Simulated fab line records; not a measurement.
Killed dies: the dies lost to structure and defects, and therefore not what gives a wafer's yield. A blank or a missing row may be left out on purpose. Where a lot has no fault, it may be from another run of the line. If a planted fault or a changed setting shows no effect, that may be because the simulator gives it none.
Matching of chambers | flow n5-finfet | N5_GATE_CUT_CMP_43 on cmp-02: 4 sister chambers
The step polishes SiO2. 18 wafers are shown with their chamber, then 9 later ones without.

== EACH WAFER AND ITS CHAMBER ==
wafer  | chamber | motor-current-A (A)
L074.1 | 2       | 13.3
L074.2 | 0       | 10.9
L074.6 | 0       | 10.6
L075.2 | 1       | 14.2
L075.3 | 2       | 12.8
L075.6 | 0       | 10.9
L080.1 | 0       | 10.9
L080.2 | 2       | 13.9
L080.6 | 3       | 11.4
L084.2 | 2       | 12.2
L084.4 | 1       | 13.9
L084.5 | 3       | 11.6
L086.2 | 1       | 13.3
L086.4 | 0       | 10.6
L086.6 | 2       | 13.5
L093.1 | 1       | 14.3
L093.2 | 0       | 11.1
L093.6 | 0       | 10.2

SIGNATURES, as means of the wafers listed above
reading         | chamber 0 | chamber 1 | chamber 2 | chamber 3 | scatter within a chamber
motor-current-A | 10.743    | 13.925    | 13.140    | 11.500    | 0.455
Rule: for a wafer and a chamber, the distance is found by dividing, reading by reading, the gap between the wafer's reading and the chamber's mean by the reading's scatter, squaring, summing and taking the root. The wafer belongs to the nearest chamber; if the next one is less than 2 further off, it can't be placed. The scatter: take each reading less its chamber's mean, square it, sum over the shown wafers, divide by the number of wafers less the number of chambers, and take the root.

== WAFERS WITHOUT THEIR CHAMBER ==
wafer  | motor-current-A (A)
L093.3 | 11.0
L093.4 | 13.5
L093.5 | 13.9
L094.2 | 14.1
L094.3 | 10.8
L094.5 | 12.9
L095.4 | 13.9
L095.5 | 11.1
L095.6 | 10.7

== THE CHAMBER EACH PASSED THROUGH ==
wafer  | from the rows above     | in truth
L093.3 | can't be placed: 0 or 3 | 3
L093.4 | can't be placed: 2 or 1 | 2
L093.5 | can't be placed: 1 or 2 | 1
L094.2 | can't be placed: 1 or 2 | 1
L094.3 | can't be placed: 0 or 3 | 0
L094.5 | can't be placed: 2 or 1 | 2
L095.4 | can't be placed: 1 or 2 | 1
L095.5 | can't be placed: 0 or 3 | 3
L095.6 | can't be placed: 0 or 3 | 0
Correctly placed: 0 of 9. These rows do not allow placing 9 (true chamber among the candidates in 9). Number placed wrongly: 0.
